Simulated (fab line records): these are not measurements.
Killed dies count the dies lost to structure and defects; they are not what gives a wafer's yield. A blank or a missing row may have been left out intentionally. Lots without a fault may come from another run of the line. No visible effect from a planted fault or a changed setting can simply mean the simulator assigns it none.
Comparing a struck lot with a sound one + flow n5Finfet + 15 out of 1938 route steps
Sound: these wafers, L416.1, L416.2, L416.4. Struck: wafer L426.1 (left out: L426.2, L426.4 of the same lot, which were not struck); the cause appears at the end.
At each step with rows: each side's tool, then ch and its chambers, then its first start. Under that, the readings that differ: sound wafers + struck wafers + difference of the means + sigmas: that difference in standard deviations of wafers without a fault.
alike: a reading whose means differ by less than 2 such deviations, as well as words and numbers matching on both sides. not compared: withheld readings; readings where some wafer has no value; bounds like >300 that might hide an equal value; numbers whose values overlap and for which the record gives no deviation.
A row with sigmas, a row that says differs or no value, or rows on one side alone: a step with any of these is where the two part. When numbers do not overlap yet have no deviation, they are printed without sigmas and do not part them. Lack of a reading on every wafer of one side parts them only where that side has two or more wafers.

N5_BEOL_M11_STRIP_77: strips in N2/H2, time 10 s.
  sound: rieDiel-04 ch 1,2,3; struck: rieDiel-03 ch 2
| reading             | sound          | struck | difference | sigmas |
|---------------------|----------------|--------|------------|--------|
| rfHoursCounterH (h) | 106 171 226    | 245    | +77        |        |
| rfVppV (V)          | 60.2 60.7 59.2 | 58.0   | -2.0       | -3     |
  alike: drypumpMotorCurrentA, oesProductAu, showerheadPlenumPTorr, tempC, throttleValvePct
N5_BEOL_M11_OCD_MEAS_38:
  sound on ocd-02, day 11 15:11; struck on ocd-01, day 14 10:54
  alike: trenchDepthNm
then, 4 steps without rows for these wafers: N5_BEOL_M11_HM_STRIP_39 (strips TiN in peroxide tin strip, target depth 25 nm, time 158 s); N5_BEOL_M11_SRD_40 (time 30 s); N5_BEOL_M11_PRECLEAN_42 (cleans in residue remover, time 60 s); N5_BEOL_M11_SRD_43 (time 30 s).
N5_BEOL_M11_CD_MEAS_35 targets a cd of 70 nm.
  sound on cdSem-01, day 11 15:20; struck on cdSem-01, day 14 11:03
| reading   | sound          | struck | difference | sigmas |
|-----------|----------------|--------|------------|--------|
| cdNm (nm) | 70.1 69.7 70.1 | 68.5   | -1.5       | -2     |
N5_BEOL_M11_CURE_72: cures SiCOH lowk, time 120 s.
  sound on uvCure-02 ch 1, day 11 15:23; struck on uvCure-02 ch 0, day 14 11:05
  alike: lampPowerPct, wafer_temp_C_max
N5_BEOL_M11_DEGAS_44: time 60 s.
  sound on pvdSputter-01, day 11 15:52; struck on pvdSputter-03, day 14 12:46
| reading          | sound       | struck | difference | sigmas |
|------------------|-------------|--------|------------|--------|
| heaterPowerW (W) | 313 320 327 | 375    | +55        | +2     |
then, 2 steps without rows for these wafers: N5_BEOL_M11_PRE_CLEAN_45 (time 30 s); N5_BEOL_M11_ALD_74 (deposits TaN, target thk 2 nm, pulse time 2 s, purge time 3 s).
N5_BEOL_M11_SURFACE_TREAT_76:
  sound on pvdSputter-01, day 11 16:16; struck on pvdSputter-02, day 14 13:09
  not compared: throttleValvePct
N5_BEOL_M11_CVD_75: deposits Co from CCTBA/H2, target thk 2 nm, time 138.9 s.
  sound on cvdCo-02 ch 1,2, day 11 16:20; struck on cvdCo-01 ch 2, day 14 13:13
| reading        | sound             | struck | difference | sigmas |
|----------------|-------------------|--------|------------|--------|
| runLengthS (s) | 162.9 161.7 162.1 | 159.9  | -2.3       | -5     |
N5_BEOL_M11_SPUTTER_48: material Cu, target thk 12 nm, time 2 s.
  sound on pvdSputter-02, day 11 16:29; struck on pvdSputter-03, day 14 13:22
| reading                | sound                   | struck  | difference | sigmas |
|------------------------|-------------------------|---------|------------|--------|
| chamberPressurePa (Pa) | 0.13036 0.12999 0.12981 | 0.12941 | -0.00064   | -3     |
  alike: cathodeDcPowerW, throttleValvePct
N5_PASSIVATION_PROBE_49:
  sound on prober-01, day 13 17:31; struck on prober-02, day 16 12:20
  alike: defectLimitedYield, killed_at_M0_to_M3, killed_at_M4_up, killedAtContacts, killedAtFrontEnd, killedAtOther, killedDies, killedOpen, killedShort, sort_bin_4_leakage, sort_bin_5_function, sort_bin_6_memory, sort_bin_8_speed, sortNPass, sortYieldPct

WHERE THEY PART
Earliest at N5_BEOL_M11_STRIP_77; latest, in this record, at N5_BEOL_M11_SPUTTER_48. Later steps at which nothing parts them and some readings are alike: N5_PASSIVATION_PROBE_49.

WHY: what the simulator had put in
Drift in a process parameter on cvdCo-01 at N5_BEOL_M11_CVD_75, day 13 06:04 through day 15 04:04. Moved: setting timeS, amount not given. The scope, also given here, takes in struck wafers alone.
